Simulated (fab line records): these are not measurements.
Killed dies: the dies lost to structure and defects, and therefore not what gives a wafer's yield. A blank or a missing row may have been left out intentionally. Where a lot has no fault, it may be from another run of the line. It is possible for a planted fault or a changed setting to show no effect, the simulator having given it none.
Which tool did it? + flow n5Finfet + 7 lots with 18 wafers sampled at 2 steps, on a route of 1938 steps

WHAT EACH GAUGE READ, for each wafer
N5_BEOL_M6_OVL_MEAS_12.
| lot  | measured     | on         | M6_OVL (nm)   |
|------|--------------|------------|---------------|
| L922 | day 9 09:06  | overlay-02 | -1.1 0.0      |
| L924 | day 9 23:19  | overlay-01 | 0.7 0.4       |
| L925 | day 10 04:37 | overlay-02 | 0.3 -0.4      |
| L929 | day 11 01:47 | overlay-02 | 0.4 0.5 -0.5  |
| L936 | day 12 17:52 | overlay-02 | 0.1 0.3 0.3   |
| L939 | day 13 20:45 | overlay-02 | 1.2 0.3 0.5   |
| L942 | day 14 17:20 | overlay-01 | -0.9 0.1 -0.6 |

EACH LOT AND THE TOOL THAT RAN IT (in order: tool; ch and the chambers of the sampled wafers; start)
| lot  | N5_BEOL_M6_CURE_74           |
|------|------------------------------|
| L922 | uvCure-03 ch 2, day 9 06:47  |
| L924 | uvCure-03 ch 1, day 9 20:12  |
| L925 | uvCure-01 ch 1, day 10 01:04 |
| L929 | uvCure-03 ch 2, day 10 23:02 |
| L936 | uvCure-02 ch 2, day 12 15:17 |
| L939 | uvCure-01 ch 0, day 13 18:07 |
| L942 | uvCure-03 ch 2, day 14 14:10 |
- N5_BEOL_M6_CURE_74: cures SiCOH lowk, time 240 s.

THE ANSWER, worked out from the rows above alone
Rule: usual is defined by the lots themselves. Put in order of their means at a reading, lots are off if they are a third of the lots or fewer, leave a main group of 4 or more, and stand apart from it by a gap of 3 or more times the standard deviation of the main group's means; of several such gaps the widest counts. A main group is skipped when, at the precision printed for the reading in the tables above, its means are all equal. Also off: a lot with no number at a reading for which 4 or more lots have one. Any other lot the step has rows for is counted as sound.
Across all readings shown, no lot is off: no conclusion can be drawn from this.

WHAT THE SIMULATOR HAD PUT IN
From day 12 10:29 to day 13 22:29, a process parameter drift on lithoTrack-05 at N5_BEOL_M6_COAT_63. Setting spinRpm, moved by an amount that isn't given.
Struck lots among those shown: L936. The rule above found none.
